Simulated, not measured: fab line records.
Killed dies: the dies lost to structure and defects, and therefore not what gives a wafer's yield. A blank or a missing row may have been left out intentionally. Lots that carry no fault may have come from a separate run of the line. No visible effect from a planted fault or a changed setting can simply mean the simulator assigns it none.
Split-lot experiment -- flow n5_finfet -- on a route of 1938 steps: 7 lots, 39 wafers read

== THE SPLIT ITSELF ==
At N5_MOL_CONTACT_COAG_CVD_140 (deposits W, target thk 66.5 nm, time 215 s), the setting target_thk_a was moved away from the recipe's 665 angstrom on 18 of the 39 wafers read, by -13.7% to +13.9%. The other wafers ran this setting at the recipe's value.

The reading is taken at the split's own step.

== THE READING ==
W_of_MOL_CONTACT_COAG_CVD_140.thk_nm (the simulator's own value, which no gauge read), in nm, at N5_MOL_CONTACT_COAG_CVD_140 (deposits W, target thk 66.5 nm, time 215 s). There is no usual value for it anywhere in the file. Here, 21 wafers ran the recipe; their average is 66.2 nm with a standard deviation of 0.69 nm.

wafer,"tool, chamber at the split","target_thk_a as run, angstrom",against the recipe,"W_of_MOL_CONTACT_COAG_CVD_140.thk_nm, nm",against lot-mates on the recipe
L078.1,"cvd_w-02, 0",573.9,-13.7%,57,-9.5
L078.2,"cvd_w-02, 1",665,recipe,66.8,-
L078.6,"cvd_w-02, 1",665,recipe,66.8,-
L078.3,"cvd_w-02, 1",573.9,-13.7%,58.4,-8.1
L078.4,"cvd_w-02, 0",573.9,-13.7%,57.2,-9.3
L078.5,"cvd_w-02, 0",665,recipe,65.8,-
L080.1,"cvd_w-02, 1",635.6,-4.4%,64,-1.3
L080.2,"cvd_w-02, 0",665,recipe,65.8,-
L080.3,"cvd_w-02, 1",635.6,-4.4%,63.6,-1.7
L080.4,"cvd_w-02, 0",665,recipe,64.6,-
L080.5,"cvd_w-02, 0",635.6,-4.4%,62.8,-2.5
L080.6,"cvd_w-02, 1",665,recipe,65.6,-
L084.1,"cvd_w-02, 0",757.4,+13.9%,74.8,+8.1
L084.2,"cvd_w-02, 1",665,recipe,66.4,-
L084.3,"cvd_w-02, 0",665,recipe,66,-
L084.4,"cvd_w-02, 1",757.4,+13.9%,75.6,+8.9
L084.5,"cvd_w-02, 1",665,recipe,67.6,-
L084.6,"cvd_w-02, 0",757.4,+13.9%,75.4,+8.7
L088.4,"cvd_w-02, 1",665,recipe,66.2,-
L088.5,"cvd_w-02, 1",665,recipe,65.6,-
L088.6,"cvd_w-02, 0",665,recipe,65.4,-
L090.1,"cvd_w-02, 1",665,recipe,67.6,-
L090.2,"cvd_w-02, 0",753.8,+13.4%,75.8,+9.1
L090.3,"cvd_w-02, 0",665,recipe,65.8,-
L090.4,"cvd_w-02, 1",665,recipe,66.8,-
L090.5,"cvd_w-02, 0",753.8,+13.4%,76,+9.3
L090.6,"cvd_w-02, 1",753.8,+13.4%,76.2,+9.5
L092.1,"cvd_w-01, 0",699.4,+5.2%,69.2,+3.0
L092.2,"cvd_w-01, 1",699.4,+5.2%,69.8,+3.6
L092.3,"cvd_w-01, 1",699.4,+5.2%,70.2,+4.0
L092.4,"cvd_w-01, 0,0,1",665,recipe,66.2,-
L092.5,"cvd_w-01, 0,0,1",665,recipe,66.2,-
L092.6,"cvd_w-01, 0,0,1",665,recipe,66.2,-
L097.1,"cvd_w-01, 1",665,recipe,66.8,-
L097.2,"cvd_w-01, 0",618.2,-7.0%,62.2,-4.3
L097.3,"cvd_w-01, 1",665,recipe,66.6,-
L097.4,"cvd_w-01, 0",618.2,-7.0%,60.6,-5.9
L097.5,"cvd_w-01, 0",665,recipe,66,-
L097.6,"cvd_w-01, 1",618.2,-7.0%,62.4,-4.1
Rows listing several chambers each stand for several wafers; the file does not say which wafer went through which chamber.

FIT RESULTS
A straight line over all 39 wafers: W_of_MOL_CONTACT_COAG_CVD_140.thk_nm changes by +0.666 nm for each +1% of target_thk_a; r = +0.99; the points scatter about the line by 0.69 nm.
The same after taking each lot's own level away (the mean of its wafers on the recipe; 39 wafers): +0.649 nm for each +1%; r = +0.99; scatter 0.63 nm.
According to that fit, moving target_thk_a by its largest amount changes the reading by 9 nm.
Across the lots, their own levels run from 65.33 to 66.73 nm, a range of 2.0 times the standard deviation given above.
Hence the lot-to-lot level has little effect on the slope; both slopes agree.
Check: for one of the wafers moved furthest among these (+13.9%), held out of the fit, the line's prediction against its lot-mates is +9.23 nm. It came out at +8.13 nm against them.

== OTHER SPLITS ON THESE WAFERS ==
Before the reading, these wafers also passed through other splits. Each is held against what the fit with the lots' levels taken away leaves over:
other split on the same wafers,wafers away from the commonest value,r with W_of_MOL_CONTACT_COAG_CVD_140.thk_nm (lot level and that fit taken away)
N5_PMOS_HMC_CHANNEL_EPI_EPI_20 temp_c,9,-0.25
N5_SD_EPI_P_EPI_21 temp_c,15,+0.08
N5_HKMG_FIN_ETCH_58 target_depth_a,18,+0.33
N5_HKMG_FIN_EXPOSE_09 dose_mj,15,-0.06

== FILE'S OWN FIT ==
W_of_MOL_CONTACT_COAG_CVD_140.thk_nm changes by +0.65 nm for each +1% of target_thk_a, r = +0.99.
